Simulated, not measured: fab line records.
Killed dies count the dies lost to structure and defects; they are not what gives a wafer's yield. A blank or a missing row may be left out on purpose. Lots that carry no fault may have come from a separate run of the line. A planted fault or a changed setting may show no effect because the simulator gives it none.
Matching of chambers || flow nand harc || NHARC_A_SGD_CUT_CMP_21 on cmp-01 has 4 sister chambers
The step polishes, target thk 148.19 nm. 22 wafers are shown with their chamber, then 11 later ones without.

== WAFERS, EACH WITH ITS CHAMBER ==
{"wafer": "L074.2", "chamber": 0, "motor current A (A)": 12.6, "time to endpoint s (s)": 48, "retaining ring pressure frac": 1.004}
{"wafer": "L074.4", "chamber": 3, "motor current A (A)": 13.8, "time to endpoint s (s)": 51, "retaining ring pressure frac": 0.999}
{"wafer": "L074.5", "chamber": 2, "motor current A (A)": 13.0, "time to endpoint s (s)": 52, "retaining ring pressure frac": 0.998}
{"wafer": "L078.1", "chamber": 0, "motor current A (A)": 13.4, "time to endpoint s (s)": 50, "retaining ring pressure frac": 1.005}
{"wafer": "L078.3", "chamber": 1, "motor current A (A)": 12.3, "time to endpoint s (s)": 46, "retaining ring pressure frac": 1.004}
{"wafer": "L078.5", "chamber": 2, "motor current A (A)": 12.9, "time to endpoint s (s)": 52, "retaining ring pressure frac": 1.002}
{"wafer": "L076.1", "chamber": 2, "motor current A (A)": 12.5, "time to endpoint s (s)": 54, "retaining ring pressure frac": 0.999}
{"wafer": "L076.2", "chamber": 0, "motor current A (A)": 12.5, "time to endpoint s (s)": 51, "retaining ring pressure frac": 0.992}
{"wafer": "L076.6", "chamber": 1, "motor current A (A)": 12.3, "time to endpoint s (s)": 47, "retaining ring pressure frac": 1.002}
{"wafer": "L081.2", "chamber": 3, "motor current A (A)": 14.0, "time to endpoint s (s)": 51, "retaining ring pressure frac": 0.995}
{"wafer": "L081.4", "chamber": 1, "motor current A (A)": 12.2, "time to endpoint s (s)": 45, "retaining ring pressure frac": 1.009}
{"wafer": "L081.5", "chamber": 2, "motor current A (A)": 13.1, "time to endpoint s (s)": 51, "retaining ring pressure frac": 1.002}
{"wafer": "L085.1", "chamber": 0, "motor current A (A)": 13.6, "time to endpoint s (s)": 50, "retaining ring pressure frac": 0.998}
{"wafer": "L085.2", "chamber": 1, "motor current A (A)": 12.2, "time to endpoint s (s)": 47, "retaining ring pressure frac": 0.999}
{"wafer": "L085.6", "chamber": 2, "motor current A (A)": 13.2, "time to endpoint s (s)": 55, "retaining ring pressure frac": 0.999}
{"wafer": "L083.2", "chamber": 0, "motor current A (A)": 12.5, "time to endpoint s (s)": 52, "retaining ring pressure frac": 1.000}
{"wafer": "L083.3", "chamber": 2, "motor current A (A)": 13.2, "time to endpoint s (s)": 57, "retaining ring pressure frac": 1.008}
{"wafer": "L083.4", "chamber": 3, "motor current A (A)": 13.9, "time to endpoint s (s)": 55, "retaining ring pressure frac": 1.000}
{"wafer": "L086.3", "chamber": 3, "motor current A (A)": 13.6, "time to endpoint s (s)": 53, "retaining ring pressure frac": 0.994}
{"wafer": "L086.5", "chamber": 1, "motor current A (A)": 12.3, "time to endpoint s (s)": 44, "retaining ring pressure frac": 1.002}
{"wafer": "L086.6", "chamber": 2, "motor current A (A)": 12.4, "time to endpoint s (s)": 53, "retaining ring pressure frac": 0.994}
{"wafer": "L090.4", "chamber": 2, "motor current A (A)": 12.8, "time to endpoint s (s)": 48, "retaining ring pressure frac": 0.997}

SIGNATURES (means of the wafers above)
{"reading": "motor current A", "chamber 0": 12.920, "chamber 1": 12.260, "chamber 2": 12.887, "chamber 3": 13.825, "scatter within a chamber": 0.325}
{"reading": "time to endpoint s", "chamber 0": 50.20, "chamber 1": 45.80, "chamber 2": 52.75, "chamber 3": 52.50, "scatter within a chamber": 2.08}
{"reading": "retaining ring pressure frac", "chamber 0": 0.99980, "chamber 1": 1.00320, "chamber 2": 0.99987, "chamber 3": 0.99700, "scatter within a chamber": 0.00417}
Rule: for a wafer and a chamber, the distance is found by dividing, reading by reading, the gap between the wafer's reading and the chamber's mean by the reading's scatter, squaring, summing and taking the root. The wafer belongs to the nearest chamber; if the next one is less than 2 further off, it can't be placed. The scatter is the square root of a quotient: the sum, over the shown wafers, of each reading's squared deviation from its chamber's mean, divided by wafers minus chambers.

== WAFERS WHOSE CHAMBER IS MISSING ==
{"wafer": "L090.5", "motor current A (A)": 13.0, "time to endpoint s (s)": 52, "retaining ring pressure frac": 0.995}
{"wafer": "L090.6", "motor current A (A)": 12.2, "time to endpoint s (s)": 45, "retaining ring pressure frac": 0.993}
{"wafer": "L091.1", "motor current A (A)": 14.2, "time to endpoint s (s)": 53, "retaining ring pressure frac": 1.012}
{"wafer": "L091.3", "motor current A (A)": 12.5, "time to endpoint s (s)": 54, "retaining ring pressure frac": 0.999}
{"wafer": "L091.5", "motor current A (A)": 11.6, "time to endpoint s (s)": 50, "retaining ring pressure frac": 1.002}
{"wafer": "L096.2", "motor current A (A)": 13.0, "time to endpoint s (s)": 54, "retaining ring pressure frac": 0.999}
{"wafer": "L096.4", "motor current A (A)": 13.4, "time to endpoint s (s)": 55, "retaining ring pressure frac": 1.004}
{"wafer": "L096.5", "motor current A (A)": 13.8, "time to endpoint s (s)": 53, "retaining ring pressure frac": 1.004}
{"wafer": "L097.1", "motor current A (A)": 12.8, "time to endpoint s (s)": 50, "retaining ring pressure frac": 0.998}
{"wafer": "L097.2", "motor current A (A)": 14.2, "time to endpoint s (s)": 52, "retaining ring pressure frac": 0.999}
{"wafer": "L097.5", "motor current A (A)": 13.6, "time to endpoint s (s)": 53, "retaining ring pressure frac": 0.995}

== WHICH CHAMBER EACH ONE RAN IN ==
{"wafer": "L090.5", "from the rows above": "can't be placed: 2 or 0 or 3", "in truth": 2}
{"wafer": "L090.6", "from the rows above": "can't be placed: 1 or 0", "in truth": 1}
{"wafer": "L091.1", "from the rows above": "can't be placed: 3 or 2 or 0", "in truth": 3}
{"wafer": "L091.3", "from the rows above": "can't be placed: 2 or 0", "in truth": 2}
{"wafer": "L091.5", "from the rows above": "can't be placed: 1 or 0 or 2", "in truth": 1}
{"wafer": "L096.2", "from the rows above": "can't be placed: 2 or 0 or 3", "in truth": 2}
{"wafer": "L096.4", "from the rows above": "can't be placed: 2 or 3 or 0", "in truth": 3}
{"wafer": "L096.5", "from the rows above": "can't be placed: 3 or 2 or 0", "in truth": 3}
{"wafer": "L097.1", "from the rows above": "can't be placed: 0 or 2", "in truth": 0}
{"wafer": "L097.2", "from the rows above": 3, "in truth": 3}
{"wafer": "L097.5", "from the rows above": "can't be placed: 3 or 2 or 0", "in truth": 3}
Placed correctly: 1 of 11. Can't be placed from these rows: 10 (the true chamber is among the candidates in 10). Wrongly placed: 0.
